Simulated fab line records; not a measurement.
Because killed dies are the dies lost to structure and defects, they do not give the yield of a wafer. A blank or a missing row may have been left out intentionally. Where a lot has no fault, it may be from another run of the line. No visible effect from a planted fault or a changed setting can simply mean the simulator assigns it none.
Chamber matching	flow n5-finfet	4 sister chambers for N5_ILD0_LINER_00 on ald-sin-03
The step material SiNx, target thk 4 nm, pulse time 1 s, purge time 2 s. 4 wafers are shown with their chamber, then 8 later ones without.

## EACH WAFER AND ITS CHAMBER
wafer	chamber	heater-power-w (W)
L081.6	0	1025
L082.2	2	680
L091.3	3	845
L093.1	1	605

## WAFERS WHOSE CHAMBER IS MISSING
wafer	heater-power-w (W)
L093.2	686
L093.5	1014
L096.2	597
L096.5	687
L096.6	583
L097.1	1044
L097.4	698
L097.6	1037

## WHICH CHAMBER EACH ONE RAN IN
wafer	from the rows above	in truth
L093.2	2	2
L093.5	0	0
L096.2	1	1
L096.5	2	2
L096.6	1	1
L097.1	0	0
L097.4	2	2
L097.6	0	0
8 of 8 placed correctly. From these rows, 0 cannot be placed. Wrongly placed: 0.
How it was worked out, from the rows above alone: a wafer's distance from a chamber is the root of the sum, over the readings, of the square of ((its reading less the chamber's mean) divided by the reading's scatter). If the next closest chamber is less than 2 further off than the closest, the wafer can't be placed; otherwise it belongs to the closest. For every chamber, the mean is computed from those of its wafers that are shown. The scatter: with one shown wafer a chamber, the root of the mean of the squares of how far each hidden wafer lies from its nearest shown one.
